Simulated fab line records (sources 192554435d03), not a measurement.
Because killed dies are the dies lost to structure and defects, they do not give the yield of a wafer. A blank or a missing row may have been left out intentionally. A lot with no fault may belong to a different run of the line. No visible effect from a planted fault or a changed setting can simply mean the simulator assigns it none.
Chamber matching / flow n5Finfet / rieDiel-05 running N5_BEOL_M7_ETCH_65: 4 sister chambers
The step etches SiARC in CF4, target depth 15.6 nm, time 26 s. 4 wafers are shown with their chamber, then 9 later ones without.

## WAFERS PAIRED WITH THEIR CHAMBERS
wafer=L079.2; chamber=2; showerheadPlenumPTorr (Torr)=2.28
wafer=L080.1; chamber=1; showerheadPlenumPTorr (Torr)=2.25
wafer=L080.2; chamber=3; showerheadPlenumPTorr (Torr)=2.19
wafer=L080.4; chamber=0; showerheadPlenumPTorr (Torr)=2.09

## WAFERS MISSING THEIR CHAMBER
wafer=L084.3; showerheadPlenumPTorr (Torr)=2.19
wafer=L084.5; showerheadPlenumPTorr (Torr)=2.28
wafer=L084.6; showerheadPlenumPTorr (Torr)=2.19
wafer=L086.2; showerheadPlenumPTorr (Torr)=2.25
wafer=L086.3; showerheadPlenumPTorr (Torr)=2.28
wafer=L086.5; showerheadPlenumPTorr (Torr)=2.09
wafer=L095.2; showerheadPlenumPTorr (Torr)=2.27
wafer=L095.3; showerheadPlenumPTorr (Torr)=2.09
wafer=L095.6; showerheadPlenumPTorr (Torr)=2.09

## THE CHAMBER EACH PASSED THROUGH
wafer=L084.3; from the rows above=3; in truth=3
wafer=L084.5; from the rows above=2; in truth=2
wafer=L084.6; from the rows above=3; in truth=3
wafer=L086.2; from the rows above=1; in truth=1
wafer=L086.3; from the rows above=2; in truth=2
wafer=L086.5; from the rows above=0; in truth=0
wafer=L095.2; from the rows above=2; in truth=2
wafer=L095.3; from the rows above=0; in truth=0
wafer=L095.6; from the rows above=0; in truth=0
Correct placement for 9 of the 9. From these rows, 0 cannot be placed. Wrongly placed: 0.
How it was worked out, from the rows above alone: a wafer's distance from a chamber is the root of the sum, over the readings, of the square of ((its reading less the chamber's mean) divided by the reading's scatter). The wafer belongs to the nearest chamber; if the next one is less than 2 further off, it can't be placed. The mean given for a chamber averages the wafers shown for that chamber. The scatter (one wafer shown for each chamber): square how far every hidden wafer sits from the nearest shown wafer, average those squares and take the square root.
